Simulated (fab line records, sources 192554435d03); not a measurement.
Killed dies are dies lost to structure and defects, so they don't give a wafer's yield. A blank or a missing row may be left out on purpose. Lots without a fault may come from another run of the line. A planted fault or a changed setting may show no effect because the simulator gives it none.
Which tool did it? | flow n5_finfet | 24 lots, 72 wafers sampled, at 6 steps of a route of 1938

WHAT THE GAUGES READ, wafer by wafer
The record holds no reading of a measuring or inspecting step that can be judged against a usual standard deviation.

WHICH TOOL RAN EACH LOT (tool, then ch and the chambers of the sampled wafers, then the start)
lot  | N5_HKMG_FIN_ALD_79                 | N5_HKMG_FIN_ETCH_67               | N5_HKMG_FIN_W_FILL_22         | N5_HKMG_FIN_CMP_94           | N5_GATE_CUT_CMP_02            | N5_GATE_CUT_ETCH_28
L074 | ald_metal-03 ch 0,1,2, day 3 23:05 | rie_diel-05 ch 1,2, day 4 03:44   | cvd_w-01 ch 0,1, day 4 04:55  | cmp-02 ch 1,2,3, day 4 05:31 | cmp-02 ch 0,1, day 4 08:44    | rie_diel-03 ch 1,2,3, day 4 10:08
L075 | ald_metal-02 ch 1,2,3, day 4 09:38 | rie_diel-04 ch 0,1,3, day 4 14:22 | cvd_w-01 ch 0,1, day 4 15:40  | cmp-01 ch 0,2, day 4 16:17   | cmp-01 ch 1,2,3, day 4 19:55  | rie_diel-01 ch 0,2, day 4 20:50
L076 | ald_metal-02 ch 2,3, day 4 16:08   | rie_diel-05 ch 0,2, day 4 20:35   | cvd_w-01 ch 1, day 4 21:45    | cmp-01 ch 0,1, day 4 22:20   | cmp-03 ch 1,2, day 5 01:32    | rie_diel-03 ch 1,2, day 5 02:26
L077 | ald_metal-02 ch 1,2,3, day 4 21:17 | rie_diel-05 ch 0,2,3, day 5 01:48 | cvd_w-01 ch 0,1, day 5 02:58  | cmp-04 ch 0,2,3, day 5 03:37 | cmp-01 ch 0,1,3, day 5 07:19  | rie_diel-01 ch 0,3, day 5 08:13
L078 | ald_metal-01 ch 0,1,3, day 5 04:13 | rie_diel-05 ch 0,1,2, day 5 08:41 | cvd_w-02 ch 0, day 5 10:04    | cmp-01 ch 1,2,3, day 5 10:42 | cmp-02 ch 0,1,2, day 5 13:51  | rie_diel-02 ch 0,2, day 5 14:38
L079 | ald_metal-02 ch 0,2,3, day 5 07:53 | rie_diel-06 ch 0,1,3, day 5 12:13 | cvd_w-02 ch 0,1, day 5 13:30  | cmp-01 ch 0,1,2, day 5 14:05 | cmp-03 ch 0,2,3, day 5 17:30  | rie_diel-01 ch 0,1,3, day 5 18:19
L080 | ald_metal-01 ch 1,3, day 5 13:02   | rie_diel-06 ch 0,1, day 5 17:26   | cvd_w-01 ch 0,1, day 5 18:37  | cmp-04 ch 0,1,3, day 5 19:17 | cmp-01 ch 0,1,3, day 5 22:50  | rie_diel-03 ch 2,3, day 5 23:46
L081 | ald_metal-03 ch 0,1, day 5 21:28   | rie_diel-04 ch 1,3, day 6 01:57   | cvd_w-02 ch 0,1, day 6 03:07  | cmp-02 ch 2,3, day 6 03:44   | cmp-01 ch 0,3, day 6 07:12    | rie_diel-03 ch 2,3, day 6 08:02
L082 | ald_metal-02 ch 0,1, day 6 01:59   | rie_diel-06 ch 1,2,3, day 6 06:48 | cvd_w-01 ch 0,1, day 6 07:59  | cmp-04 ch 1,2, day 6 08:34   | cmp-01 ch 1,2,3, day 6 12:09  | rie_diel-03 ch 1,2,3, day 6 12:54
L083 | ald_metal-02 ch 0,1,3, day 6 08:43 | rie_diel-05 ch 1,2, day 6 13:14   | cvd_w-02 ch 0,1, day 6 14:24  | cmp-02 ch 2,3, day 6 14:59   | cmp-02 ch 1,3, day 6 18:08    | rie_diel-02 ch 1,2,3, day 6 19:10
L084 | ald_metal-03 ch 1,2,3, day 6 13:13 | rie_diel-06 ch 1,2,3, day 6 17:48 | cvd_w-02 ch 0,1, day 6 18:58  | cmp-01 ch 0,2,3, day 6 19:33 | cmp-03 ch 0,1,3, day 6 23:53  | rie_diel-02 ch 0,2,3, day 7 00:44
L085 | ald_metal-03 ch 1,2,3, day 6 21:31 | rie_diel-04 ch 1,2,3, day 7 02:02 | cvd_w-02 ch 0,1, day 7 03:12  | cmp-02 ch 1,2, day 7 03:47   | cmp-03 ch 0,2,3, day 7 07:01  | rie_diel-03 ch 0,1,2, day 7 07:48
L086 | ald_metal-03 ch 0,1,2, day 7 04:38 | rie_diel-06 ch 0,2, day 7 09:43   | cvd_w-02 ch 0,1, day 7 10:56  | cmp-04 ch 0,1,3, day 7 11:34 | cmp-01 ch 2,3, day 7 14:40    | rie_diel-01 ch 0,2, day 7 15:31
L087 | ald_metal-02 ch 0,1,3, day 7 07:28 | rie_diel-05 ch 0,2,3, day 7 12:04 | cvd_w-01 ch 0, day 7 13:17    | cmp-02 ch 0,1,3, day 7 13:55 | cmp-01 ch 1,2,3, day 7 17:20  | rie_diel-01 ch 0,1,2, day 7 18:11
L088 | ald_metal-03 ch 1,2, day 7 14:18   | rie_diel-05 ch 2,3, day 7 18:37   | cvd_w-02 ch 0,1, day 7 19:48  | cmp-01 ch 2,3, day 7 20:23   | cmp-03 ch 1,2, day 7 23:34    | rie_diel-03 ch 0,1,2, day 8 00:22
L089 | ald_metal-03 ch 1,2,3, day 7 19:08 | rie_diel-06 ch 0,1,3, day 7 23:32 | cvd_w-02 ch 0,1, day 8 00:49  | cmp-02 ch 1,2, day 8 01:26   | cmp-02 ch 0,2, day 8 04:52    | rie_diel-02 ch 0,1,2, day 8 05:42
L090 | ald_metal-03 ch 0,1,3, day 8 00:14 | rie_diel-06 ch 0,1,2, day 8 04:37 | cvd_w-01 ch 0,1, day 8 05:47  | cmp-02 ch 2,3, day 8 06:22   | cmp-02 ch 0,1,3, day 8 09:31  | rie_diel-02 ch 1,2,3, day 8 10:40
L091 | ald_metal-01 ch 1,2,3, day 8 06:50 | rie_diel-05 ch 2,3, day 8 11:34   | cvd_w-01 ch 0,1, day 8 12:44  | cmp-02 ch 1,2, day 8 13:23   | cmp-02 ch 2,3, day 8 16:32    | rie_diel-03 ch 0,3, day 8 17:29
L092 | ald_metal-02 ch 0,1,2, day 8 11:44 | rie_diel-04 ch 0,1,3, day 8 16:13 | cvd_w-02 ch 0,1, day 8 17:23  | cmp-01 ch 0,1,2, day 8 18:00 | cmp-01 ch 0,1,2, day 8 21:10  | rie_diel-03 ch 0,1,3, day 8 21:56
L093 | ald_metal-03 ch 0,1,2, day 8 22:48 | rie_diel-06 ch 0,2,3, day 9 03:14 | cvd_w-02 ch 0,1, day 9 04:24  | cmp-02 ch 0,1,3, day 9 05:01 | cmp-02 ch 0,1,2, day 9 08:11  | rie_diel-03 ch 0,1,3, day 9 09:00
L094 | ald_metal-01 ch 0,2,3, day 9 02:23 | rie_diel-04 ch 1,2, day 9 06:51   | cvd_w-02 ch 0,1, day 9 08:01  | cmp-01 ch 1,3, day 9 08:38   | cmp-01 ch 0,2,3, day 9 11:51  | rie_diel-01 ch 1,3, day 9 12:54
L095 | ald_metal-02 ch 0,1, day 9 08:03   | rie_diel-06 ch 0,1,2, day 9 12:31 | cvd_w-02 ch 0,1, day 9 13:41  | cmp-01 ch 0,1, day 9 14:16   | cmp-01 ch 0,2,3, day 9 17:26  | rie_diel-01 ch 1,3, day 9 18:41
L096 | ald_metal-01 ch 0,1,2, day 9 15:23 | rie_diel-05 ch 2,3, day 9 20:07   | cvd_w-02 ch 0,1, day 9 21:17  | cmp-01 ch 0,1,3, day 9 21:56 | cmp-02 ch 0,1,3, day 10 01:25 | rie_diel-01 ch 1,3, day 10 02:18
L097 | ald_metal-03 ch 0,1,2, day 9 18:04 | rie_diel-06 ch 2,3, day 9 23:04   | cvd_w-01 ch 0,1, day 10 00:14 | cmp-01 ch 1,2, day 10 00:49  | cmp-03 ch 2,3, day 10 04:25   | rie_diel-01 ch 1,2,3, day 10 05:15
- N5_HKMG_FIN_ALD_79: deposits TiN, target thk 1.5 nm, pulse time 1 s, purge time 3 s.
- N5_HKMG_FIN_ETCH_67: etches SOC in N2/H2, stops on TiN, target depth 388.9 nm.
- N5_HKMG_FIN_W_FILL_22: material W, target thk 60 nm, time 18.2 s.
- N5_HKMG_FIN_CMP_94: polishes, stops on SiNx, t overpolish 4.7 s, target thk 43.299 nm.
- N5_GATE_CUT_CMP_02: polishes, stops on SiO2, t overpolish 12.7 s, target thk 0 nm.
- N5_GATE_CUT_ETCH_28: etches underlayer in N2/H2, target depth 13 nm, time 10.4 s.

WHAT THE TOOLS THEMSELVES READ (means of the sampled wafers that have a number; where no wafer has one, the mark that the record gives instead)
N5_HKMG_FIN_ALD_79. Usual: heater_power_w 885 W, standard deviation 57; precursor_pulse_height_rel 0.998, standard deviation 0.021.
lot  | tool         | heater_power_w (W) | precursor_pulse_height_rel | flag
L074 | ald_metal-03 | 930                | 1.009                      |
L075 | ald_metal-02 | 865                | 1.005                      |
L076 | ald_metal-02 | 813                | 0.986                      |
L077 | ald_metal-02 | 872                | 0.998                      |
L078 | ald_metal-01 | 882                | 0.990                      |
L079 | ald_metal-02 | 817                | 1.010                      |
L080 | ald_metal-01 | 876                | 0.984                      |
L081 | ald_metal-03 | 926                | 0.986                      |
L082 | ald_metal-02 | 884                | 1.010                      |
L083 | ald_metal-02 | 877                | 1.009                      |
L084 | ald_metal-03 | 901                | 0.995                      |
L085 | ald_metal-03 | 915                | 1.000                      |
L086 | ald_metal-03 | 912                | 0.991                      |
L087 | ald_metal-02 | 865                | 1.028                      |
L088 | ald_metal-03 | 931                | 0.995                      |
L089 | ald_metal-03 | 914                | 1.014                      |
L090 | ald_metal-03 | 914                | 0.994                      |
L091 | ald_metal-01 | 861                | 1.006                      |
L092 | ald_metal-02 | 853                | 0.981                      |
L093 | ald_metal-03 | 896                | 1.007                      |
L094 | ald_metal-01 | 856                | 0.993                      |
L095 | ald_metal-02 | 921                | 0.996                      |
L096 | ald_metal-01 | 903                | 0.974                      |
L097 | ald_metal-03 | 903                | 1.005                      |

N5_HKMG_FIN_ETCH_67. Usual: drypump_motor_current_A 5.8 A, standard deviation 0.42; oes_product_au 0.75 a.u., standard deviation 0.077; rf_vpp_V 241.4 V, standard deviation 1.2; showerhead_plenum_p_Torr 2.59 Torr, standard deviation 0.083; throttle_valve_pct 17.82 %, standard deviation 0.22.
lot  | tool        | drypump_motor_current_A (A) | oes_product_au (a.u.) | rf_vpp_V (V) | showerhead_plenum_p_Torr (Torr) | throttle_valve_pct (%) | flag
L074 | rie_diel-05 | 5.9                         | 0.81                  | 241.8        | 2.68                            | 17.80                  |
L075 | rie_diel-04 | 5.5                         | 0.70                  | 240.4        | 2.54                            | 17.93                  |
L076 | rie_diel-05 | 6.1                         | 0.79                  | 242.3        | 2.66                            | 17.60                  |
L077 | rie_diel-05 | 6.0                         | 0.75                  | 241.3        | 2.59                            | 17.82                  |
L078 | rie_diel-05 | 5.9                         | 0.77                  | 242.5        | 2.65                            | 17.80                  |
L079 | rie_diel-06 | 5.9                         | 0.74                  | 241.1        | 2.54                            | 17.76                  |
L080 | rie_diel-06 | 5.9                         | 0.75                  | 240.5        | 2.55                            | 17.64                  |
L081 | rie_diel-04 | 5.3                         | 0.69                  | 239.9        | 2.53                            | 17.84                  |
L082 | rie_diel-06 | 6.0                         | 0.73                  | 242.0        | 2.57                            | 17.77                  |
L083 | rie_diel-05 | 5.9                         | 0.79                  | 241.9        | 2.67                            | 17.84                  |
L084 | rie_diel-06 | 6.0                         | 0.73                  | 241.1        | 2.57                            | 17.78                  |
L085 | rie_diel-04 | 5.1                         | 0.68                  | 241.1        | 2.57                            | 18.03                  |
L086 | rie_diel-06 | 6.0                         | 0.76                  | 240.8        | 2.64                            | 17.64                  |
L087 | rie_diel-05 | 6.0                         | 0.84                  | 242.4        | 2.69                            | 17.71                  |
L088 | rie_diel-05 | 6.1                         | 0.86                  | 243.2        | 2.70                            | 17.74                  |
L089 | rie_diel-06 | 5.9                         | 0.73                  | 240.2        | 2.53                            | 17.79                  |
L090 | rie_diel-06 | 6.0                         | 0.72                  | 241.6        | 2.58                            | 17.66                  |
L091 | rie_diel-05 | 6.1                         | 0.84                  | 242.2        | 2.70                            | 17.75                  |
L092 | rie_diel-04 | 5.5                         | 0.85                  | 240.2        | 2.53                            | 17.72                  |
L093 | rie_diel-06 | 5.9                         | 0.74                  | 241.5        | 2.58                            | 17.78                  |
L094 | rie_diel-04 | 5.0                         | 0.68                  | 242.7        | 2.60                            | 18.18                  |
L095 | rie_diel-06 | 6.0                         | 0.72                  | 241.2        | 2.57                            | 17.69                  |
L096 | rie_diel-05 | 6.1                         | 0.83                  | 242.4        | 2.69                            | 17.77                  |
L097 | rie_diel-06 | 6.0                         | 0.73                  | 242.9        | 2.62                            | 17.80                  |

N5_HKMG_FIN_W_FILL_22. Usual: heater_power_w 869 W, standard deviation 93; throttle_valve_pct 18.8 %, standard deviation 0.74.
lot  | tool     | heater_power_w (W) | throttle_valve_pct (%) | flag
L074 | cvd_w-01 | 975                | 19.5                   |
L075 | cvd_w-01 | 920                | 19.6                   |
L076 | cvd_w-01 | 1056               | 19.3                   |
L077 | cvd_w-01 | 992                | 19.5                   |
L078 | cvd_w-02 | 803                | 17.8                   |
L079 | cvd_w-02 | 817                | 18.1                   |
L080 | cvd_w-01 | 1005               | 19.4                   |
L081 | cvd_w-02 | 813                | 18.4                   |
L082 | cvd_w-01 | 929                | 19.6                   |
L083 | cvd_w-02 | 811                | 18.4                   |
L084 | cvd_w-02 | 822                | 18.4                   |
L085 | cvd_w-02 | 818                | 18.2                   |
L086 | cvd_w-02 | 824                | 18.4                   |
L087 | cvd_w-01 | 862                | 19.7                   |
L088 | cvd_w-02 | 816                | 18.3                   |
L089 | cvd_w-02 | 805                | 18.1                   |
L090 | cvd_w-01 | 1003               | 19.6                   |
L091 | cvd_w-01 | 1017               | 19.4                   |
L092 | cvd_w-02 | 827                | 18.5                   |
L093 | cvd_w-02 | 809                | 18.4                   |
L094 | cvd_w-02 | 820                | 18.6                   |
L095 | cvd_w-02 | 805                | 18.2                   |
L096 | cvd_w-02 | 812                | 18.1                   |
L097 | cvd_w-01 | 913                | 19.8                   |

N5_HKMG_FIN_CMP_94. Usual: motor_current_A 12.4 A, standard deviation 1.3; platen_rpm 50.29 rpm, standard deviation 0.036.
lot  | tool   | motor_current_A (A) | platen_rpm (rpm) | flag
L074 | cmp-02 | 13.1                | 50.31            |
L075 | cmp-01 | 12.2                | 50.32            |
L076 | cmp-01 | 13.0                | 50.29            |
L077 | cmp-04 | 12.2                | 50.29            |
L078 | cmp-01 | 11.4                | 50.28            |
L079 | cmp-01 | 12.3                | 50.30            |
L080 | cmp-04 | 12.2                | 50.27            |
L081 | cmp-02 | 12.0                | 50.27            |
L082 | cmp-04 | 12.8                | 50.31            |
L083 | cmp-02 | 11.8                | 50.28            |
L084 | cmp-01 | 12.3                | 50.30            |
L085 | cmp-02 | 13.2                | 50.26            |
L086 | cmp-04 | 12.7                | 50.28            |
L087 | cmp-02 | 12.5                | 50.30            |
L088 | cmp-01 | 10.8                | 50.29            |
L089 | cmp-02 | 12.9                | 50.26            |
L090 | cmp-02 | 12.8                | 50.30            |
L091 | cmp-02 | 12.8                | 50.32            |
L092 | cmp-01 | 12.5                | 50.32            |
L093 | cmp-02 | 12.6                | 50.28            |
L094 | cmp-01 | 11.9                | 50.27            |
L095 | cmp-01 | 13.7                | 50.34            |
L096 | cmp-01 | 12.6                | 50.29            |
L097 | cmp-01 | 11.3                | 50.29            |

N5_GATE_CUT_CMP_02. Usual: motor_current_A 9.4 A, standard deviation 1; overpolish_run_s 12.700 s, standard deviation 0.0097; platen_rpm 51.80 rpm, standard deviation 0.039; time_to_endpoint_s 24 s, standard deviation 3.4.
lot  | tool   | motor_current_A (A) | overpolish_run_s (s) | platen_rpm (rpm) | time_to_endpoint_s (s) | flag
L074 | cmp-02 | 9.5                 | 12.704               | 51.80            | 29                     |
L075 | cmp-01 | 8.6                 | 12.698               | 51.79            | 23                     |
L076 | cmp-03 | 10.5                | 12.708               | 51.82            | 26                     |
L077 | cmp-01 | 9.5                 | 12.692               | 51.82            | 24                     |
L078 | cmp-02 | 10.0                | 12.702               | 51.78            | 26                     |
L079 | cmp-03 | 9.8                 | 12.700               | 51.78            | 22                     |
L080 | cmp-01 | 9.5                 | 12.699               | 51.78            | 24                     |
L081 | cmp-01 | 9.0                 | 12.696               | 51.82            | 22                     |
L082 | cmp-01 | 8.0                 | 12.693               | 51.77            | 26                     |
L083 | cmp-02 | 9.0                 | 12.692               | 51.78            | 23                     |
L084 | cmp-03 | 9.9                 | 12.694               | 51.79            | 25                     |
L085 | cmp-03 | 10.1                | 12.705               | 51.81            | 22                     |
L086 | cmp-01 | 7.9                 | 12.707               | 51.80            | 26                     |
L087 | cmp-01 | 8.3                 | 12.703               | 51.78            | 27                     |
L088 | cmp-03 | 10.4                | 12.695               | 51.78            | 21                     |
L089 | cmp-02 | 10.1                | 12.697               | 51.80            | 25                     |
L090 | cmp-02 | 9.2                 | 12.706               | 51.82            | 26                     |
L091 | cmp-02 | 9.5                 | 12.690               | 51.80            | 25                     |
L092 | cmp-01 | 9.3                 | 12.694               | 51.81            | 22                     |
L093 | cmp-02 | 9.9                 | 12.704               | 51.79            | 27                     |
L094 | cmp-01 | 9.1                 | 12.705               | 51.83            | 25                     |
L095 | cmp-01 | 9.4                 | 12.708               | 51.84            | 25                     |
L096 | cmp-02 | 9.1                 | 12.706               | 51.79            | 23                     |
L097 | cmp-03 | 10.5                | 12.697               | 51.84            | 30                     |

N5_GATE_CUT_ETCH_28. Usual: drypump_motor_current_A 5.8 A, standard deviation 0.36; etch_rf_on_time_s 10.3 s, standard deviation 0.4; oes_product_au 0.64 a.u., standard deviation 0.047; rf_vpp_V 523.1 V, standard deviation 2.4; showerhead_plenum_p_Torr 2.52 Torr, standard deviation 0.085; throttle_valve_pct 17.92 %, standard deviation 0.25.
lot  | tool        | drypump_motor_current_A (A) | etch_rf_on_time_s (s) | oes_product_au (a.u.) | rf_vpp_V (V) | showerhead_plenum_p_Torr (Torr) | throttle_valve_pct (%) | flag
L074 | rie_diel-03 | 6.0                         | 10.1                  | 0.65                  | 522.6        | 2.48                            | 17.93                  |
L075 | rie_diel-01 | 6.1                         | 10.1                  | 0.66                  | 521.3        | 2.49                            | 17.91                  |
L076 | rie_diel-03 | 6.1                         | 9.9                   | 0.64                  | 522.3        | 2.47                            | 18.08                  |
L077 | rie_diel-01 | 5.5                         | 10.8                  | 0.62                  | 523.2        | 2.53                            | 17.80                  |
L078 | rie_diel-02 | 5.5                         | 10.3                  | 0.62                  | 523.9        | 2.54                            | 18.17                  |
L079 | rie_diel-01 | 5.6                         | 10.5                  | 0.62                  | 523.0        | 2.53                            | 17.82                  |
L080 | rie_diel-03 | 5.9                         | 10.0                  | 0.62                  | 519.7        | 2.39                            | 17.91                  |
L081 | rie_diel-03 | 5.8                         | 10.0                  | 0.63                  | 520.0        | 2.39                            | 17.79                  |
L082 | rie_diel-03 | 6.0                         | 10.0                  | 0.64                  | 521.7        | 2.47                            | 17.95                  |
L083 | rie_diel-02 | 5.4                         | 10.3                  | 0.72                  | 523.7        | 2.53                            | 17.64                  |
L084 | rie_diel-02 | 5.6                         | 10.4                  | 0.64                  | 523.8        | 2.55                            | 17.99                  |
L085 | rie_diel-03 | 6.0                         | 10.5                  | 0.62                  | 524.6        | 2.55                            | 18.02                  |
L086 | rie_diel-01 | 6.1                         | 10.1                  | 0.65                  | 521.6        | 2.48                            | 17.94                  |
L087 | rie_diel-01 | 5.8                         | 10.0                  | 0.64                  | 522.0        | 2.50                            | 17.90                  |
L088 | rie_diel-03 | 6.0                         | 10.5                  | 0.62                  | 523.9        | 2.55                            | 18.03                  |
L089 | rie_diel-02 | 5.7                         | 10.3                  | 0.68                  | 523.2        | 2.52                            | 18.04                  |
L090 | rie_diel-02 | 5.4                         | 10.1                  | 0.70                  | 523.1        | 2.52                            | 17.67                  |
L091 | rie_diel-03 | 5.8                         | 10.3                  | 0.62                  | 522.3        | 2.47                            | 17.75                  |
L092 | rie_diel-03 | 5.9                         | 10.4                  | 0.63                  | 524.5        | 2.55                            | 17.91                  |
L093 | rie_diel-03 | 5.9                         | 10.5                  | 0.62                  | 523.5        | 2.55                            | 17.91                  |
L094 | rie_diel-01 | 5.5                         | 10.8                  | 0.61                  | 523.9        | 2.52                            | 17.93                  |
L095 | rie_diel-01 | 5.4                         | 10.8                  | 0.61                  | 524.0        | 2.52                            | 17.92                  |
L096 | rie_diel-01 | 5.5                         | 10.4                  | 0.62                  | 522.9        | 2.52                            | 17.96                  |
L097 | rie_diel-01 | 5.7                         | 10.4                  | 0.63                  | 521.7        | 2.50                            | 18.00                  |

THE ANSWER, worked out from the rows above alone
Rule: a lot is off if the mean of its wafers that have a number lies more than 3 standard deviations from the usual mean. A lot without any number at a reading at which 4 lots or more have one is off too. The other lots that the step has rows for count as sound. The gauges are gone through in route order, then the tools' own readings, and for those a lot's mean is taken as printed above. The first step at which some lot is off is used, and at that step the reading that is off furthest; a lot without a number counts as furthest.
No lot is off at any reading shown: from this, nothing can be told.

WHAT THE SIMULATOR HAD PUT IN
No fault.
